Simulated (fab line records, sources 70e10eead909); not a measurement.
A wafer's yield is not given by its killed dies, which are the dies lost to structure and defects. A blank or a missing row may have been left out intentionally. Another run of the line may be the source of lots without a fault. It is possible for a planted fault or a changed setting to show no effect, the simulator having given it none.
The tool behind it: which one? + flow nandHarc + 18 wafers from 6 lots sampled at 5 of the route's 1159 steps

WHAT THE GAUGES READ, wafer by wafer
NHARC_END_SORT_01.
| lot  | measured     | on        | defectLimitedYield (%) |
|------|--------------|-----------|------------------------|
| L844 | day 21 14:51 | prober-01 | 96.2 97.6 97.6         |
| L846 | day 22 08:47 | prober-01 | 96.9                   |
| L856 | day 24 12:23 | prober-01 | 0 0 0                  |

TOOL THAT RAN EACH LOT (tool first, then ch and the chambers of the sampled wafers, then the start)
| lot  | NHARC_P_M1_ETCH_28                           | NHARC_P_M1_PVD_21           | NHARC_P_M1_PRE_CLEAN_32       | NHARC_P_M1_DEP_33             |
|------|----------------------------------------------|-----------------------------|-------------------------------|-------------------------------|
| L844 | rieDiel-01 ch 0,1,2, day 8 01:47 or earlier  | pvdSputter-03, day 8 01:47  | pecvd-02 ch 1,2, day 8 03:29  | pecvd-02 ch 1,2, day 8 03:35  |
| L846 | rieDiel-01 ch 1,2,3, day 8 15:47 or earlier  | pvdSputter-02, day 8 15:47  | pecvd-02 ch 0,2, day 8 17:11  | pecvd-02 ch 0,2, day 8 17:18  |
| L850 | rieDiel-03 ch 0,2,3, day 9 09:49 or earlier  | pvdSputter-01, day 9 09:49  | pecvd-01 ch 0,2, day 9 11:12  | pecvd-01 ch 0,2, day 9 11:17  |
| L852 | rieDiel-01 ch 0,2,3, day 9 19:08 or earlier  | pvdSputter-03, day 9 19:08  | pecvd-02 ch 1,2, day 9 20:32  | pecvd-02 ch 1,2, day 9 20:37  |
| L856 | rieDiel-01 ch 0,1,3, day 11 01:07 or earlier | pvdSputter-02, day 11 01:07 | pecvd-02 ch 1,2, day 11 02:43 | pecvd-02 ch 1,2, day 11 02:48 |
| L859 | rieDiel-03 ch 0,2,3, day 11 12:15 or earlier | pvdSputter-01, day 11 12:15 | pecvd-03 ch 1,2, day 11 13:38 | pecvd-03 ch 1,2, day 11 13:43 |
- NHARC_P_M1_ETCH_28: etches the open film in CF4/N2, target depth 30 nm, time 72.99 s.
- NHARC_P_M1_PVD_21: deposits Cu, target thk 30 nm, time 20.49 s.
- NHARC_P_M1_PRE_CLEAN_32: time 12 s.
- NHARC_P_M1_DEP_33: deposits SiCN, target thk 30 nm.

THE ANSWER, worked out from the rows above alone
Rule: the usual values come from the lots themselves. The widest of any qualifying gaps counts: lots, ordered by their means at a reading, are off when they make up no more than a third of the lots, leave a main group of 4 or more, and stand apart from it by 3 or more times the standard deviation of that group's means. If all means in a main group match to the digits the tables above print for the reading, that group is not used. Also off: a lot with no number at a reading for which 4 or more lots have one. Where the step has rows for the other lots, those lots are counted as sound.
No lot is off at any reading shown: from this, nothing can be told.

WHAT WAS PUT IN BY THE SIMULATOR
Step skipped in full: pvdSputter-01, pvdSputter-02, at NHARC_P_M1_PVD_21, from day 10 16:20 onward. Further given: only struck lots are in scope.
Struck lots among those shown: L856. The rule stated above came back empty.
